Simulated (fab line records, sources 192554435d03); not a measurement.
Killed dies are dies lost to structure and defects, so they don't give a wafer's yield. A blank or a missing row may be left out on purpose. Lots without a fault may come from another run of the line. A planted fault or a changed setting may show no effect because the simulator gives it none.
Split-lot experiment | flow n5_finfet | 7 lots, 21 wafers read, on a route of 1938 steps

THE SPLIT
At N5_MIM_BOT_ETCH_ETCH_04 (etches SiNx in CF4/O2, target depth 26 nm, time 13 s), the setting time_s was moved away from the recipe's 13 s on 9 of the 21 wafers read, by -18.8% to +17.2%. The other wafers ran this setting at the recipe's value.

The reading is taken at the split's own step.

THE READING
etch.depth_nm (the simulator's own value, which no gauge read), in nm, at N5_MIM_BOT_ETCH_ETCH_04 (etches SiNx in CF4/O2, target depth 26 nm, time 13 s). The file gives no usual value for it. The 12 wafers here that ran the recipe average 25.78 nm, standard deviation 0.32 nm.

wafer  | tool, chamber at the split | time_s as run, s | against the recipe | etch.depth_nm, nm | against lot-mates on the recipe
L076.1 | rie_diel-06, 3             | 13               | recipe             | 25.97             | -
L076.3 | rie_diel-06, 2             | 13               | recipe             | 26.15             | -
L076.4 | rie_diel-06, 1             | 13               | recipe             | 26.2              | -
L086.2 | rie_diel-03, 0             | 13               | recipe             | 25.49             | -
L086.3 | rie_diel-03, 3             | 11.56            | -11.1%             | 22.01             | -3.77
L086.4 | rie_diel-03, 2             | 13               | recipe             | 26.07             | -
L087.1 | rie_diel-03, 0             | 13               | recipe             | 25.5              | -
L087.2 | rie_diel-03, 2             | 13               | recipe             | 25.91             | -
L087.6 | rie_diel-03, 0             | 13               | recipe             | 25.52             | -
L089.1 | rie_diel-06, 1             | 11.02            | -15.2%             | 21.94             | no lot-mate on the recipe
L089.4 | rie_diel-06, 3             | 11.02            | -15.2%             | 21.88             | no lot-mate on the recipe
L089.5 | rie_diel-06, 1             | 11.02            | -15.2%             | 21.98             | no lot-mate on the recipe
L092.2 | rie_diel-06, 2             | 13               | recipe             | 25.79             | -
L092.3 | rie_diel-06, 0             | 15.23            | +17.2%             | 29.15             | +3.36
L092.4 | rie_diel-06, 3             | 15.23            | +17.2%             | 30.03             | +4.24
L090.2 | rie_diel-01, 2             | 10.56            | -18.8%             | 20.47             | -4.98
L090.4 | rie_diel-01, 2             | 13               | recipe             | 25.45             | -
L090.5 | rie_diel-01, 3             | 10.56            | -18.8%             | 20.48             | -4.97
L094.1 | rie_diel-06, 2             | 14.06            | +8.2%              | 28.06             | +2.40
L094.5 | rie_diel-06, 0             | 13               | recipe             | 25.2              | -
L094.6 | rie_diel-06, 1             | 13               | recipe             | 26.11             | -

THE FIT
A straight line over all 21 wafers: etch.depth_nm changes by +0.257 nm for each +1% of time_s; r = +0.99; the points scatter about the line by 0.42 nm.
The same after taking each lot's own level away (the mean of its wafers on the recipe; 18 wafers): +0.255 nm for each +1%; r = +0.99; scatter 0.4 nm.
On that fit, the largest move of time_s shifts the reading by 4.8 nm.
The lots' own levels span 25.450 to 26.107 nm, that is 2.0 times the standard deviation above.
So the lot-to-lot level changes the slope little: the two slopes agree.
Check: with one of the wafers moved furthest among these (-18.8%) left out of the fit, the line predicts -4.87 nm for it against its lot-mates. It came out at -4.98 nm against them.

OTHER SPLITS ON THESE WAFERS
These wafers also went through other splits before the reading. Each is held against what the fit with the lots' levels taken away leaves over:
other split on the same wafers     | wafers away from the commonest value | r with etch.depth_nm (lot level and that fit taken away)
N5_BEOL_M13_COAT_65 spin_rpm       | 7                                    | -0.02
N5_BEOL_M14_COAT_58 spin_rpm       | 7                                    | -0.23
N5_BEOL_M14_EXPOSE_07 dose_mj      | 7                                    | +0.22
N5_BEOL_M15_COAT_22 spin_rpm       | 7                                    | +0.05
N5_BEOL_M15_TRENCH_ETCH_34 time_s  | 5                                    | +0.06
N5_MIM_BOT_LITHO_EXPOSE_05 dose_mj | 7                                    | +0.05

THE FILE'S OWN FIT
etch.depth_nm changes by +0.263 nm for each +1% of time_s, r = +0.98.
